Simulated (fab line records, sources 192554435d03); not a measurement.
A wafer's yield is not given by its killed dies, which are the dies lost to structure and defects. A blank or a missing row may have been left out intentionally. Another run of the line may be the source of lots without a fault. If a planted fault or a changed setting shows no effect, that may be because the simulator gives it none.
Matching of chambers	flow n5-finfet	N5_BEOL_M1_ETCH_70 on rie-diel-03 has 4 sister chambers
The step etches SOC in N2/H2, target depth 80 nm, overetch 16 nm, time 120 s. 8 wafers are shown with their chamber, then 7 later ones without.

== EACH WAFER AND ITS CHAMBER ==
wafer	chamber	drypump-motor-current-A (A)	showerhead-plenum-p-Torr (Torr)
L337.1	0	5.61	2.62
L337.6	1	6.32	2.65
L345.3	1	6.31	2.64
L353.2	3	5.47	2.47
L353.4	2	5.71	2.69
L353.5	2	5.72	2.69
L354.3	3	5.46	2.47
L354.4	0	5.62	2.60

== WAFERS WITHOUT THEIR CHAMBER ==
wafer	drypump-motor-current-A (A)	showerhead-plenum-p-Torr (Torr)
L354.5	5.62	2.60
L352.1	6.34	2.63
L352.2	5.74	2.68
L352.5	5.48	2.47
L356.2	5.65	2.60
L356.4	5.71	2.68
L356.6	6.34	2.63

== CHAMBER TAKEN BY EACH ==
wafer	from the rows above	in truth
L354.5	0	0
L352.1	1	1
L352.2	2	2
L352.5	3	3
L356.2	0	0
L356.4	2	2
L356.6	1	1
Correctly placed: 7 of 7. Left unplaced by these rows: 0. Placed wrongly: 0.
How it was worked out, from the rows above alone: a wafer's distance from a chamber is the root of the sum, over the readings, of the square of ((its reading less the chamber's mean) divided by the reading's scatter). The wafer belongs to the nearest chamber; if the next one is less than 2 further off, it can't be placed. For every chamber, the mean is computed from those of its wafers that are shown. The scatter is the square root of a quotient: the sum, over the shown wafers, of each reading's squared deviation from its chamber's mean, divided by wafers minus chambers.
